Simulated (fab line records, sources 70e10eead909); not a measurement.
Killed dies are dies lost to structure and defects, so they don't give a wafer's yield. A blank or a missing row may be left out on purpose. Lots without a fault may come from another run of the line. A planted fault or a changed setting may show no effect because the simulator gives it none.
Chamber matching | flow nand_harc | NHARC_A_CONTACT_DEP_24 on pecvd-02: 3 sister chambers
The step deposits SiO2, target thk 500 nm. 14 wafers are shown with their chamber, then 7 later ones without.

WAFERS WITH THEIR CHAMBER
wafer  | chamber | showerhead_vpp_V (V) | throttle_valve_pct (%) | heater_power_w (W)
L898.2 | 1       | 1764                 | 16.0                   | 527
L898.4 | 0       | 1873                 | 16.2                   | 397
L898.5 | 1       | 1782                 | 16.1                   | 376
L900.1 | 1       | 1756                 | 16.0                   | 508
L900.4 | 2       | 1754                 | 16.9                   | 554
L900.6 | 1       | 1779                 | 16.0                   | 512
L902.3 | 0       | 1902                 | 16.3                   | 531
L902.5 | 1       | 1744                 | 15.9                   | 496
L902.6 | 2       | 1803                 | 16.7                   | 538
L906.1 | 1       | 1764                 | 16.4                   | 478
L906.2 | 2       | 1737                 | 16.7                   | 545
L906.4 | 1       | 1790                 | 16.1                   | 494
L913.2 | 1       | 1794                 | 15.7                   | 492
L913.4 | 0       | 1904                 | 16.2                   | 497

SIGNATURES (means of the wafers above)
reading            | chamber 0 | chamber 1 | chamber 2 | scatter within a chamber
showerhead_vpp_V   | 1893.00   | 1771.62   | 1764.67   | 21.5
throttle_valve_pct | 16.233    | 16.025    | 16.767    | 0.167
heater_power_w     | 475.00    | 485.38    | 545.67    | 47.7
Rule: a wafer's distance from a chamber is the root of the sum, over the readings, of the square of ((its reading less the chamber's mean) divided by the reading's scatter). The wafer belongs to the nearest chamber; if the next one is less than 2 further off, it can't be placed. The scatter: the root of (the sum of the squares of (reading less its chamber's mean) over the shown wafers, divided by (wafers less chambers)).

WAFERS WITHOUT THEIR CHAMBER
wafer  | showerhead_vpp_V (V) | throttle_valve_pct (%) | heater_power_w (W)
L913.6 | 1755                 | 15.6                   | 493
L918.4 | 1858                 | 16.3                   | 502
L918.5 | 1892                 | 16.1                   | 384
L918.6 | 1799                 | 16.3                   | 525
L919.3 | 1887                 | 16.4                   | 468
L919.5 | 1855                 | 16.3                   | 495
L919.6 | 1759                 | 16.3                   | 409

WHICH CHAMBER EACH WENT THROUGH
wafer  | from the rows above     | in truth
L913.6 | 1                       | 1
L918.4 | 0                       | 0
L918.5 | 0                       | 0
L918.6 | can't be placed: 1 or 2 | 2
L919.3 | 0                       | 0
L919.5 | 0                       | 0
L919.6 | can't be placed: 1 or 2 | 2
Placed correctly: 5 of 7. Can't be placed from these rows: 2 (the true chamber is among the candidates in 2). Placed wrongly: 0.
